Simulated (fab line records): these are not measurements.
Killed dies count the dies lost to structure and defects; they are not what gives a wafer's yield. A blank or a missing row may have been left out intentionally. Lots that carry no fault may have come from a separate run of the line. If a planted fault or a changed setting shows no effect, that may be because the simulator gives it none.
fab line records -- flow n5_finfet
record lots=7, wafers=21
route steps=1938 shown BEOL_M11@1546 BEOL_M13@1665 BEOL_M14@1739 BEOL_M15@1820
start_h: the number of hours between the record's first day and the start of the first shown wafer of the lot -- wait_h: how many hours have passed since the lot's step before this one -- " unchanged from the row above -- L1.1+2: a row that stands for several wafers -- - no value, or no start given -- * or withheld: withheld -- < > ~ a bound
route shown NAME@n: names a module that has steps shown in the file, with the first one's number in the route -- usual: the fault-free wafers' mean and standard deviation -- same: alike in all rows -- chamber/n: place in a boat -- sites: per-site readings -- _std_site: the values' standard deviation -- _edge_site: inner sites' mean taken away from outer sites' mean -- radius_mm: how far each site lies from the wafer's centre -- mask NAME#n: copy n -- behind: tool/chamber where the wafer was last shaped -- hold: the reason the lot was held/the length of the hold in hours/how it ended -- device: the n, p or np transistor that did not switch -- end of line: at the end of the route, the tests of the same wafers -- a step given without rows: its recipe and nothing more -- killed: dies that structure and defects cost at the first sort, which is not the same as the wafer's yield -- map: the dies of a wafer, with x for killed, . for not killed, _ for no die there
set.NAME: the run value of the setting; set.NAME@STEP: its run value at that earlier step -- model.NAME: the simulator's own value behind a step, which no gauge read
lots run with intentionally changed settings; tables by step, rows by wafer
## steps
# step N5_BEOL_M11_EXPOSE_08
# recipe mask_id=M11, na=1.35, source_shape=dipole, sigma_inner=0.411, sigma_outer=0.611, polarization=te, dose_mj=53.75
lot.wafer,tool,chamber,start_h,wait_h,mask,set.dose_mj
L076.1+2+5,arfi_scanner-03,0,240.87,-,M11#0,53.75
L077.4+6,arfi_scanner-01,0,257.07,-,M11#0,53.75
L077.5,arfi_scanner-01,0,257.07,-,M11#0,55.05
L082.1+5,arfi_scanner-03,0,282.74,-,M11#0,53.75
L082.2,arfi_scanner-03,0,282.74,-,M11#0,56.9
L084.2+5+6,arfi_scanner-01,0,301.07,-,M11#0,53.75
L089.1+4+6,arfi_scanner-02,0,329.86,-,M11#0,53.75
L093.2,arfi_scanner-02,0,344.51,-,M11#0,53.75
L093.4+5,arfi_scanner-02,0,344.51,-,M11#0,56.22
L094.1,arfi_scanner-02,0,347.70,-,M11#0,53.75
L094.2+4,arfi_scanner-02,0,347.70,-,M11#0,50.26
# step N5_BEOL_M11_PEB_09
# recipe peb_temp_c=withheld, peb_time_s=60, resist=CAR-ArF
# step N5_BEOL_M11_DEVELOP_10
# recipe develop_time_s=30, developer=TMAH, resist=CAR-ArF, rinse_liquid=diw, dry=air_spin, dev_temp_c=23
# step N5_BEOL_M11_CD_MEAS_11
# recipe target_cd_nm=64.1, landing_energy_ev=500, detector=se_inlens, polarity=opening
# usual cd_nm=64.0/0.45
lot.wafer,tool,chamber,start_h,wait_h,set.dose_mj@BEOL_M11_EXPOSE_08,cd_nm
L076.1,cd_sem-01,0,241.00,-,53.75,64.1
L076.2,cd_sem-01,0,241.00,-,53.75,64.6
L076.5,cd_sem-01,0,241.00,-,53.75,64.0
L077.4,cd_sem-03,0,257.18,-,53.75,64.2
L077.5,cd_sem-03,0,257.18,-,55.05,65.0
L077.6,cd_sem-03,0,257.18,-,53.75,64.0
L082.1,cd_sem-01,0,282.87,-,53.75,63.5
L082.2,cd_sem-01,0,282.87,-,56.9,68.1
L082.5,cd_sem-01,0,282.87,-,53.75,64.4
L084.2,cd_sem-03,0,301.19,-,53.75,63.5
L084.5,cd_sem-03,0,301.19,-,53.75,62.9
L084.6,cd_sem-03,0,301.19,-,53.75,63.5
L089.1,cd_sem-03,0,329.99,-,53.75,64.2
L089.4,cd_sem-03,0,329.99,-,53.75,63.9
L089.6,cd_sem-03,0,329.99,-,53.75,64.0
L093.2,cd_sem-01,0,344.63,-,53.75,62.5
L093.4,cd_sem-01,0,344.63,-,56.22,65.3
L093.5,cd_sem-01,0,344.63,-,56.22,65.5
L094.1,cd_sem-02,0,347.82,-,53.75,64.2
L094.2,cd_sem-02,0,347.82,-,50.26,61.3
L094.4,cd_sem-02,0,347.82,-,50.26,60.3
# step N5_BEOL_M11_DESCUM_16
# recipe chemistry=O2, time_s=7.9, source_power_w=50, bias_power_w=20, pressure_mtorr=20, rf_frequency_hz=2.712e+07, temp_c=40, resist=CAR-ArF, o2_flow_sccm=225
# step N5_BEOL_M11_ETCH_61
# recipe chemistry=CF4, target=SiARC, target_depth_a=390, mask_material=CAR-ArF, time_s=65, ion_energy_ev=80, pressure_mtorr=40, source_w=545, bias_w=36, Ar_flow_sccm=100, cf4_flow_sccm=100, ends=cleared
lot.wafer,tool,chamber,start_h,wait_h,set.dose_mj@BEOL_M11_EXPOSE_08,model.BEOL_M11.cd_offset_nm
L076.1+5,rie_diel-01,"0,1",241.45,0.0,53.75,0.2
L076.2,rie_diel-01,3,241.45,0.0,53.75,0.8
L077.4,rie_diel-04,1,257.36,0.0,53.75,0
L077.5,rie_diel-04,3,257.36,0.0,55.05,0.8
L077.6,rie_diel-04,0,257.36,0.0,53.75,0.2
L082.1,rie_diel-03,2,282.99,0.0,53.75,0
L082.2,rie_diel-03,0,282.99,0.0,56.9,3.8
L082.5,rie_diel-03,2,282.99,0.0,53.75,0.2
L084.2,rie_diel-01,3,301.31,0.0,53.75,-0.6
L084.5,rie_diel-01,3,301.31,0.0,53.75,-1
L084.6,rie_diel-01,2,301.31,0.0,53.75,-0.8
L089.1,rie_diel-04,0,330.18,0.0,53.75,0.4
L089.4+6,rie_diel-04,2,330.18,0.0,53.75,0
L093.2,rie_diel-04,0,344.75,0.0,53.75,-1
L093.4,rie_diel-04,2,344.75,0.0,56.22,1.4
L093.5,rie_diel-04,1,344.75,0.0,56.22,1.6
L094.1,rie_diel-01,0,347.95,0.0,53.75,0.2
L094.2,rie_diel-01,1,347.95,0.0,50.26,-3
L094.4,rie_diel-01,2,347.95,0.0,50.26,-3.6
# step N5_BEOL_M11_ETCH_62
# recipe chemistry=N2/H2, target=SOC, target_depth_a=1100, overetch_a=220, mask_material=SiARC, temp_c=40, time_s=165, ion_energy_ev=200, pressure_mtorr=30, source_w=840, bias_w=150, n2_flow_sccm=200, h2_flow_sccm=200
lot.wafer,tool,chamber,start_h,wait_h,set.dose_mj@BEOL_M11_EXPOSE_08,model.BEOL_M11.cd_offset_nm
L076.1+5,rie_diel-01,"0,1",241.50,0.0,53.75,0.4
L076.2,rie_diel-01,3,241.50,0.0,53.75,0.8
L077.4,rie_diel-04,1,257.45,0.1,53.75,0
L077.5,rie_diel-04,3,257.45,0.1,55.05,1
L077.6,rie_diel-04,0,257.45,0.1,53.75,0.2
L082.1,rie_diel-03,2,283.04,0.0,53.75,-0.2
L082.2,rie_diel-03,0,283.04,0.0,56.9,3.8
L082.5,rie_diel-03,2,283.04,0.0,53.75,0.2
L084.2,rie_diel-01,3,301.36,0.0,53.75,-0.6
L084.5,rie_diel-01,3,301.36,0.0,53.75,-1
L084.6,rie_diel-01,2,301.36,0.0,53.75,-0.4
L089.1,rie_diel-04,0,330.23,0.0,53.75,0.6
L089.4,rie_diel-04,2,330.23,0.0,53.75,0
L089.6,rie_diel-04,2,330.23,0.0,53.75,0.2
L093.2,rie_diel-04,0,344.80,0.0,53.75,-1
L093.4,rie_diel-04,2,344.80,0.0,56.22,1.4
L093.5,rie_diel-04,1,344.80,0.0,56.22,1.6
L094.1,rie_diel-01,0,348.00,0.0,53.75,0
L094.2,rie_diel-01,1,348.00,0.0,50.26,-3
L094.4,rie_diel-01,2,348.00,0.0,50.26,-3.6
# step N5_BEOL_M11_STRIP_68
# recipe chemistry=N2/H2, temp_c=40, n2_flow_sccm=200, h2_flow_sccm=200, rf_frequency_hz=6e+07
# step N5_BEOL_M11_STRIP_67
# recipe chemistry=CF4, resist=SiARC, power_w=300, bias_power_w=75, pressure_mtorr=50, cf4_flow_sccm=150, rf_frequency_hz=6e+07
# step N5_BEOL_M11_HM_OPEN_17
# recipe chemistry=Cl2/BCl3, target_depth_a=200, overetch_a=60, target=TiN, mask_material=SOC, ion_energy_ev=150, pressure_mtorr=10, icp_w=1000, bias_w=126, Cl2_flow_sccm=53.25, bcl3_flow_sccm=21.75, Ar_flow_sccm=25
lot.wafer,tool,chamber,start_h,wait_h,set.dose_mj@BEOL_M11_EXPOSE_08,model.BEOL_M11.cd_offset_nm
L076.1+5,rie_metal-02,"1,0",241.69,0.0,53.75,0.4
L076.2,rie_metal-02,0,241.69,0.0,53.75,0.8
L077.4+6,rie_metal-01,"0,1",257.60,0.1,53.75,0
L077.5,rie_metal-01,0,257.60,0.1,55.05,1
L082.1,rie_metal-02,0,283.23,0.0,53.75,-0.2
L082.2,rie_metal-02,1,283.23,0.0,56.9,3.8
L082.5,rie_metal-02,0,283.23,0.0,53.75,0.2
L084.2+6,rie_metal-03,"1,0",301.55,0.0,53.75,-0.6
L084.5,rie_metal-03,1,301.55,0.0,53.75,-1
L089.1,rie_metal-03,0,330.41,0.0,53.75,0.4
L089.4,rie_metal-03,0,330.41,0.0,53.75,0
L089.6,rie_metal-03,0,330.41,0.0,53.75,0.2
L093.2,rie_metal-02,1,344.99,0.0,53.75,-1
L093.4,rie_metal-02,1,344.99,0.0,56.22,1.4
L093.5,rie_metal-02,1,344.99,0.0,56.22,1.8
L094.1,rie_metal-02,1,348.19,0.0,53.75,0
L094.2,rie_metal-02,0,348.19,0.0,50.26,-3.2
L094.4,rie_metal-02,1,348.19,0.0,50.26,-3.6
# step N5_BEOL_M11_STRIP_19
# recipe chemistry=O2, power_w=400, temp_c=40, pressure_mtorr=30, rf_frequency_hz=6e+07, bias_power_w=0, overash_fraction=0.2, o2_flow_sccm=225
# step N5_BEOL_M11_CD_MEAS_18
# recipe pitch_nm=140, target_cd_nm=70
# usual cd_nm=70.0/0.5
lot.wafer,tool,chamber,start_h,wait_h,set.dose_mj@BEOL_M11_EXPOSE_08,cd_nm
L076.1,cd_sem-01,-,241.92,0.0,53.75,70.8
L076.2,cd_sem-01,-,241.92,0.0,53.75,70.9
L076.5,cd_sem-01,-,241.92,0.0,53.75,70.4
L077.4,cd_sem-02,-,257.75,0.0,53.75,69.7
L077.5,cd_sem-02,-,257.75,0.0,55.05,70.8
L077.6,cd_sem-02,-,257.75,0.0,53.75,70.1
L082.1,cd_sem-02,-,283.42,0.0,53.75,70.1
L082.2,cd_sem-02,-,283.42,0.0,56.9,74.0
L082.5,cd_sem-02,-,283.42,0.0,53.75,70.2
L084.2,cd_sem-03,-,301.73,0.1,53.75,69.3
L084.5,cd_sem-03,-,301.73,0.1,53.75,68.5
L084.6,cd_sem-03,-,301.73,0.1,53.75,69.5
L089.1,cd_sem-02,-,330.60,0.0,53.75,70.9
L089.4,cd_sem-02,-,330.60,0.0,53.75,70.0
L089.6,cd_sem-02,-,330.60,0.0,53.75,70.0
L093.2,cd_sem-02,-,345.17,0.1,53.75,69.2
L093.4,cd_sem-02,-,345.17,0.1,56.22,71.6
L093.5,cd_sem-02,-,345.17,0.1,56.22,72.2
L094.1,cd_sem-02,-,348.57,0.0,53.75,69.8
L094.2,cd_sem-02,-,348.57,0.0,50.26,66.9
L094.4,cd_sem-02,-,348.57,0.0,50.26,66.5
# step N5_BEOL_M11_COAT_63
# recipe resist=SOC, temp_c=250, time_s=60, spin_rpm=1500, resist_thk_nm=100
# step N5_BEOL_M11_COAT_64
# recipe resist=SiARC, temp_c=220, time_s=60, spin_rpm=1500, resist_thk_nm=30
# step N5_BEOL_M11_PRECLEAN_42
# recipe chemistry=residue_remover, time_s=60, temp_c=40
# step N5_BEOL_M11_SRD_43
# recipe time_s=30, temp_c=23, rinse_liquid=diw, dry=ipa_marangoni
# step N5_BEOL_M11_CD_MEAS_35
# recipe target_cd_nm=70, polarity=opening
# usual cd_nm=70.0/0.45
lot.wafer,tool,chamber,start_h,wait_h,set.dose_mj@BEOL_M11_EXPOSE_08,cd_nm
L076.1,cd_sem-01,-,243.39,0.0,53.75,70.5
L076.2,cd_sem-01,-,243.39,0.0,53.75,70.6
L076.5,cd_sem-01,-,243.39,0.0,53.75,70.3
L077.4,cd_sem-03,-,260.68,0.0,53.75,70.3
L077.5,cd_sem-03,-,260.68,0.0,55.05,71.0
L077.6,cd_sem-03,-,260.68,0.0,53.75,69.9
L082.1,cd_sem-01,-,285.87,0.0,53.75,69.6
L082.2,cd_sem-01,-,285.87,0.0,56.9,74.1
L082.5,cd_sem-01,-,285.87,0.0,53.75,69.9
L084.2,cd_sem-03,-,303.25,0.0,53.75,69.4
L084.5,cd_sem-03,-,303.25,0.0,53.75,69.2
L084.6,cd_sem-03,-,303.25,0.0,53.75,69.9
L089.1,cd_sem-02,-,331.67,0.0,53.75,70.4
L089.4,cd_sem-02,-,331.67,0.0,53.75,69.6
L089.6,cd_sem-02,-,331.67,0.0,53.75,70.2
L093.2,cd_sem-03,-,347.51,0.0,53.75,68.8
L093.4,cd_sem-03,-,347.51,0.0,56.22,71.5
L093.5,cd_sem-03,-,347.51,0.0,56.22,72.1
L094.1,cd_sem-02,-,350.54,0.0,53.75,70.0
L094.2,cd_sem-02,-,350.54,0.0,50.26,66.9
L094.4,cd_sem-02,-,350.54,0.0,50.26,66.4
# step N5_BEOL_M11_CURE_72
# recipe temp_c=370, time_s=120, ambient=DMADMS/He, material=SiCOH_lowk
# usual lamp_power_pct=52.31/0.05
lot.wafer,tool,chamber,start_h,wait_h,set.time_s,lamp_power_pct
L076.1,uv_cure-01,2,243.43,0.0,140,51.40
L076.2,uv_cure-01,2,243.43,0.0,120,52.33
L076.5,uv_cure-01,2,243.43,0.0,140,51.34
L077.4,uv_cure-03,2,260.87,0.2,134.2,51.70
L077.5,uv_cure-03,2,260.87,0.2,120,52.28
L077.6,uv_cure-03,2,260.87,0.2,120,52.36
L082.1,uv_cure-02,0,285.91,0.0,120,52.27
L082.2,uv_cure-02,0,285.91,0.0,132.5,51.82
L082.5,uv_cure-02,0,285.91,0.0,132.5,51.73
L084.2,uv_cure-02,2,303.39,0.1,120,52.25
L084.5,uv_cure-02,2,303.39,0.1,120,52.35
L084.6,uv_cure-02,2,303.39,0.1,120,52.36
L089.1,uv_cure-03,0,331.71,0.0,120,52.25
L089.4,uv_cure-03,0,331.71,0.0,145.2,51.16
L089.6,uv_cure-03,0,331.71,0.0,145.2,51.24
L093.2,uv_cure-01,0,347.60,0.1,136,51.64
L093.4,uv_cure-01,0,347.60,0.1,120,52.31
L093.5,uv_cure-01,0,347.60,0.1,136,51.53
L094.1,uv_cure-02,0,350.71,0.2,138.3,51.52
L094.2,uv_cure-02,0,350.71,0.2,120,52.38
L094.4,uv_cure-02,0,350.71,0.2,138.3,51.55
# step N5_BEOL_M13_EXPOSE_07
# recipe mask_id=V12, na=0.93, source_shape=conventional, sigma_outer=0.6, polarization=unpolarized, attpsm_phase_deg=180, dose_mj=24.8
lot.wafer,tool,chamber,start_h,wait_h,mask,set.dose_mj
L076.1+2,krf_scanner-02,0,254.90,-,V12#0,24.8
L076.5,krf_scanner-02,0,254.90,-,V12#0,25.41
L077.4+5+6,krf_scanner-01,0,268.70,-,V12#0,24.8
L082.1+2+5,krf_scanner-02,0,294.79,-,V12#0,24.8
L084.2+5+6,krf_scanner-02,0,311.93,-,V12#0,24.8
L089.1+6,krf_scanner-01,0,341.65,-,V12#0,24.8
L089.4,krf_scanner-01,0,341.65,-,V12#0,26.42
L093.2,krf_scanner-02,0,361.26,-,V12#0,23.97
L093.4+5,krf_scanner-02,0,361.26,-,V12#0,24.8
L094.1+2+4,krf_scanner-01,0,362.49,-,V12#0,24.8
# step N5_BEOL_M13_PEB_08
# recipe peb_temp_c=130, peb_time_s=90
# step N5_BEOL_M13_DEVELOP_09
# recipe develop_time_s=45, rinse_liquid=diw, dry=air_spin, dev_temp_c=21
# step N5_BEOL_M13_HARDBAKE_14
# recipe temp_c=130, time_s=120
# step N5_BEOL_M13_CD_MEAS_10
# recipe target_cd_nm=190, landing_energy_ev=500, detector=se_inlens, polarity=opening
# usual cd_nm=189.9/1.4
lot.wafer,tool,chamber,start_h,wait_h,set.dose_mj@BEOL_M13_EXPOSE_07,cd_nm
L076.1,cd_sem-03,0,255.07,-,24.8,187.7
L076.2,cd_sem-03,0,255.07,-,24.8,187.7
L076.5,cd_sem-03,0,255.07,-,25.41,189.6
L077.4,cd_sem-03,0,268.86,-,24.8,191.9
L077.5,cd_sem-03,0,268.86,-,24.8,192.6
L077.6,cd_sem-03,0,268.86,-,24.8,191.6
L082.1,cd_sem-01,0,294.96,-,24.8,190.3
L082.2,cd_sem-01,0,294.96,-,24.8,190.6
L082.5,cd_sem-01,0,294.96,-,24.8,189.8
L084.2,cd_sem-03,0,312.09,-,24.8,189.4
L084.5,cd_sem-03,0,312.09,-,24.8,189.4
L084.6,cd_sem-03,0,312.09,-,24.8,191.0
L089.1,cd_sem-01,0,341.82,-,24.8,189.6
L089.4,cd_sem-01,0,341.82,-,26.42,198.4
L089.6,cd_sem-01,0,341.82,-,24.8,191.1
L093.2,cd_sem-03,0,361.43,-,23.97,186.6
L093.4,cd_sem-03,0,361.43,-,24.8,190.2
L093.5,cd_sem-03,0,361.43,-,24.8,189.1
L094.1,cd_sem-03,0,362.66,-,24.8,191.7
L094.2,cd_sem-03,0,362.66,-,24.8,190.5
L094.4,cd_sem-03,0,362.66,-,24.8,191.1
# step N5_BEOL_M13_DESCUM_15
# recipe chemistry=O2, time_s=7.9, source_power_w=50, bias_power_w=20, pressure_mtorr=20, rf_frequency_hz=2.712e+07, temp_c=40, o2_flow_sccm=225
lot.wafer,tool,chamber,start_h,wait_h,set.time_s
L076.1,rie_diel-03,3,255.25,0.1,6.456
L076.2+5,rie_diel-03,"2,0",255.25,0.1,7.9
L077.4+5,rie_diel-04,"0,3",269.12,0.2,7.9
L077.6,rie_diel-04,0,269.12,0.2,6.235
L082.1+2,rie_diel-04,"2,3",295.05,0.0,6.751
L082.5,rie_diel-04,0,295.05,0.0,7.9
L084.2+5+6,rie_diel-03,"3,3,2",312.18,0.0,7.9
L089.1+4,rie_diel-03,"2,1",342.13,0.3,8.966
L089.6,rie_diel-03,2,342.13,0.3,7.9
L093.2+4+5,rie_diel-04,"1,3,1",361.52,0.0,8.357
L094.1+2+4,rie_diel-03,"3,0,1",362.75,0.0,9.28
# step N5_BEOL_M13_ETCH_59
# recipe chemistry=N2/H2, target=BARC, target_depth_a=890, overetch_a=267, time_s=67.9, ion_energy_ev=200, pressure_mtorr=30, source_w=840, bias_w=150, n2_flow_sccm=200, h2_flow_sccm=200
# step N5_BEOL_M13_VIA_ETCH_16
# recipe chemistry=C4F8/O2/Ar, target=SiOC, pressure_mtorr=30, source_w=3000, bias_w=700, Ar_flow_sccm=400, C4F8_flow_sccm=15, O2_flow_sccm=8, he_inner_torr=15, he_outer_torr=30, target_depth_a=9217, time_s=withheld, ion_energy_ev=250, ends=cleared
# step N5_BEOL_M13_STRIP_71
# recipe chemistry=post_etch_residue_remover, time_s=60, temp_c=25, remover_ph=withheld, remover_water_wt_pct=withheld, remover_fluoride_wt_pct=withheld
# step N5_BEOL_M13_SRD_72
# recipe time_s=30, temp_c=23, rinse_liquid=diw, dry=n2_spin, spin_rpm=1500, dry_time_s=30
# step N5_BEOL_M13_CD_MEAS_17
# recipe target_cd_nm=190, polarity=opening
# usual cd_nm=190.5/1.6
lot.wafer,tool,chamber,start_h,wait_h,set.dose_mj@BEOL_M13_EXPOSE_07,cd_nm
L076.1,cd_sem-01,-,255.78,0.0,24.8,187.6
L076.2,cd_sem-01,-,255.78,0.0,24.8,187.5
L076.5,cd_sem-01,-,255.78,0.0,25.41,189.6
L077.4,cd_sem-01,-,269.66,0.0,24.8,192.3
L077.5,cd_sem-01,-,269.66,0.0,24.8,192.5
L077.6,cd_sem-01,-,269.66,0.0,24.8,191.9
L082.1,cd_sem-02,-,295.58,0.0,24.8,191.8
L082.2,cd_sem-02,-,295.58,0.0,24.8,192.0
L082.5,cd_sem-02,-,295.58,0.0,24.8,190.7
L084.2,cd_sem-02,-,312.71,0.0,24.8,190.1
L084.5,cd_sem-02,-,312.71,0.0,24.8,190.3
L084.6,cd_sem-02,-,312.71,0.0,24.8,191.4
L089.1,cd_sem-03,-,342.66,0.0,24.8,190.4
L089.4,cd_sem-03,-,342.66,0.0,26.42,199.2
L089.6,cd_sem-03,-,342.66,0.0,24.8,191.5
L093.2,cd_sem-03,-,362.05,0.0,23.97,187.1
L093.4,cd_sem-03,-,362.05,0.0,24.8,190.6
L093.5,cd_sem-03,-,362.05,0.0,24.8,189.5
L094.1,cd_sem-02,-,363.29,0.0,24.8,192.6
L094.2,cd_sem-02,-,363.29,0.0,24.8,191.0
L094.4,cd_sem-02,-,363.29,0.0,24.8,192.9
# step N5_BEOL_M14_COAT_22
# recipe spin_rpm=2888, resist_thk_nm=300
lot.wafer,tool,chamber,start_h,wait_h,set.spin_rpm,model.coat_of_BEOL_M14_COAT_22.thk_nm
L076.1+5,litho_track-01,0,-,-,2888,300
L076.2,litho_track-01,0,-,-,2888,299.8
L077.4,litho_track-01,0,-,-,2888,300
L077.5,litho_track-01,0,-,-,3084,289.8
L077.6,litho_track-01,0,-,-,3084,291.2
L082.1,litho_track-03,0,-,-,2674,312.6
L082.2,litho_track-03,0,-,-,2674,312.2
L082.5,litho_track-03,0,-,-,2888,300.4
L084.2,litho_track-04,0,-,-,2888,301.2
L084.5,litho_track-04,0,-,-,2888,300.8
L084.6,litho_track-04,0,-,-,2888,300.6
L089.1,litho_track-03,0,-,-,2888,301.2
L089.4,litho_track-03,0,-,-,2793,306.6
L089.6,litho_track-03,0,-,-,2793,306
L093.2,litho_track-03,0,-,-,2888,300.6
L093.4,litho_track-03,0,-,-,2649,313.4
L093.5,litho_track-03,0,-,-,2888,300.4
L094.1,litho_track-01,0,-,-,3036,291
L094.2,litho_track-01,0,-,-,3036,293.2
L094.4,litho_track-01,0,-,-,2888,300.4
# step N5_BEOL_M14_ETCH_68
# recipe chemistry=N2/H2, target=SOC, mask_material=SiARC, source_w=3000, bias_w=350, temp_c=40, time_s=450, ion_energy_ev=200, pressure_mtorr=30, n2_flow_sccm=200, h2_flow_sccm=200
lot.wafer,tool,chamber,start_h,wait_h,set.time_s,model.SiARC_of_BEOL_M14_COAT_66.thk_nm
L076.1,rie_diel-05,0,269.52,0.1,450,63.8
L076.2,rie_diel-05,3,269.52,0.1,450,65.8
L076.5,rie_diel-05,2,269.52,0.1,450,64
L077.4,rie_diel-05,2,275.19,0.1,506.5,59
L077.5,rie_diel-05,3,275.19,0.1,450,66
L077.6,rie_diel-05,2,275.19,0.1,506.5,58.8
L082.1,rie_diel-02,0,303.44,0.1,424.1,69.2
L082.2,rie_diel-02,3,303.44,0.1,450,65.8
L082.5,rie_diel-02,0,303.44,0.1,424.1,69
L084.2,rie_diel-02,3,318.50,0.1,450,65.4
L084.5,rie_diel-02,2,318.50,0.1,450,66.8
L084.6,rie_diel-02,3,318.50,0.1,450,65.8
L089.1,rie_diel-02,1,351.32,0.1,450,65.6
L089.4+6,rie_diel-02,"1,0",351.32,0.1,450,66.2
L093.2,rie_diel-02,0,368.33,0.1,450,66
L093.4,rie_diel-02,1,368.33,0.1,450,65.2
L093.5,rie_diel-02,0,368.33,0.1,450,65.8
L094.1,rie_diel-02,0,371.41,0.1,450,65.8
L094.2,rie_diel-02,3,371.41,0.1,450,64.8
L094.4,rie_diel-02,2,371.41,0.1,512,58.2
# step N5_BEOL_M14_SPUTTER_44
# recipe material=Ta, target_thk_a=150, temp_c=50, bias_v=80, power_w=15000, chamber_pressure_pa=0.07, time_s=24.19
lot.wafer,tool,chamber,start_h,wait_h,set.time_s,model.Ta_of_BEOL_M14_SPUTTER_44.thk_nm
L076.1+5,pvd_sputter-01,-,270.81,0.0,24.19,14.6
L076.2,pvd_sputter-01,-,270.81,0.0,26.75,16.2
L077.4+5,pvd_sputter-03,-,279.22,0.0,24.19,14.6
L077.6,pvd_sputter-03,-,279.22,0.0,27.1,16.4
L082.1+2+5,pvd_sputter-02,-,305.45,0.0,23.26,14
L084.2,pvd_sputter-01,-,321.01,0.0,24.19,14.8
L084.5+6,pvd_sputter-01,-,321.01,0.0,24.19,15
L089.1,pvd_sputter-03,-,358.04,0.0,24.19,15.2
L089.4,pvd_sputter-03,-,358.04,0.0,27.79,17.4
L089.6,pvd_sputter-03,-,358.04,0.0,27.79,17.2
L093.2,pvd_sputter-01,-,369.43,0.0,24.19,15
L093.4,pvd_sputter-01,-,369.43,0.0,24.19,14.6
L093.5,pvd_sputter-01,-,369.43,0.0,25.96,16
L094.1+2,pvd_sputter-01,-,379.15,0.0,24.19,14.8
L094.4,pvd_sputter-01,-,379.15,0.0,24.19,14.6
# step N5_BEOL_M15_SPUTTER_44
# recipe material=Ta, target_thk_a=150, temp_c=50, bias_v=80, power_w=15000, chamber_pressure_pa=0.07, time_s=24.19
lot.wafer,tool,chamber,start_h,wait_h,set.power_w,model.Ta_of_BEOL_M15_SPUTTER_44.thk_nm
L076.1,pvd_sputter-01,-,279.47,0.0,13880,13.8
L076.2,pvd_sputter-01,-,279.47,0.0,15000,14.6
L076.5,pvd_sputter-01,-,279.47,0.0,15000,14.8
L077.4,pvd_sputter-03,-,286.71,0.0,16240,16.6
L077.5,pvd_sputter-03,-,286.71,0.0,15000,15.2
L077.6,pvd_sputter-03,-,286.71,0.0,16240,16.4
L082.1+2+5,pvd_sputter-02,-,310.71,0.0,15000,15.2
L084.2+5+6,pvd_sputter-01,-,326.50,0.0,15000,14.8
L089.1,pvd_sputter-03,-,363.80,0.0,17640,17.6
L089.4,pvd_sputter-03,-,363.80,0.0,17640,17.8
L089.6,pvd_sputter-03,-,363.80,0.0,15000,15
L093.2+4+5,pvd_sputter-03,-,375.37,0.0,15000,15
L094.1+4,pvd_sputter-02,-,385.32,0.0,16480,16.6
L094.2,pvd_sputter-02,-,385.32,0.0,16480,16.4
## key
split step=N5_BEOL_M11_EXPOSE_08, setting=dose_mj, stated=53.75, by=wafer
response step=N5_BEOL_M11_CD_MEAS_11, reading=cd_nm, change=+0.593, per=1%, r=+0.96
response step=N5_BEOL_M11_ETCH_61, reading=model.BEOL_M11.cd_offset_nm, change=+0.557, per=1%, r=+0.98
response step=N5_BEOL_M11_ETCH_62, reading=model.BEOL_M11.cd_offset_nm, change=+0.554, per=1%, r=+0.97
response step=N5_BEOL_M11_HM_OPEN_17, reading=model.BEOL_M11.cd_offset_nm, change=+0.567, per=1%, r=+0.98
response step=N5_BEOL_M11_CD_MEAS_18, reading=cd_nm, change=+0.553, per=1%, r=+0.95
response step=N5_BEOL_M11_CD_MEAS_35, reading=cd_nm, change=+0.609, per=1%, r=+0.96
split step=N5_BEOL_M11_CURE_72, setting=time_s, stated=120, by=wafer
response step=N5_BEOL_M11_CURE_72, reading=lamp_power_pct, change=*, per=1%, r=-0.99
split step=N5_BEOL_M13_EXPOSE_07, setting=dose_mj, stated=24.8, by=wafer
response step=N5_BEOL_M13_CD_MEAS_10, reading=cd_nm, change=+1.12, per=1%, r=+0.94
response step=N5_BEOL_M13_CD_MEAS_17, reading=cd_nm, change=+1.15, per=1%, r=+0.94
split step=N5_BEOL_M13_DESCUM_15, setting=time_s, stated=7.9, by=wafer
response none clear
split step=N5_BEOL_M14_COAT_22, setting=spin_rpm, stated=2888, by=wafer
response step=N5_BEOL_M14_COAT_22, reading=model.coat_of_BEOL_M14_COAT_22.thk_nm, change=-1.55, per=1%, r=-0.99
split step=N5_BEOL_M14_ETCH_68, setting=time_s, stated=450, by=wafer
response step=N5_BEOL_M14_ETCH_68, reading=model.SiARC_of_BEOL_M14_COAT_66.thk_nm, change=-0.541, per=1%, r=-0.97
split step=N5_BEOL_M14_SPUTTER_44, setting=time_s, stated=24.19, by=wafer
response step=N5_BEOL_M14_SPUTTER_44, reading=model.Ta_of_BEOL_M14_SPUTTER_44.thk_nm, change=+0.148, per=1%, r=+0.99
split step=N5_BEOL_M15_SPUTTER_44, setting=power_w, stated=15000, by=wafer
response step=N5_BEOL_M15_SPUTTER_44, reading=model.Ta_of_BEOL_M15_SPUTTER_44.thk_nm, change=+0.15, per=1%, r=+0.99
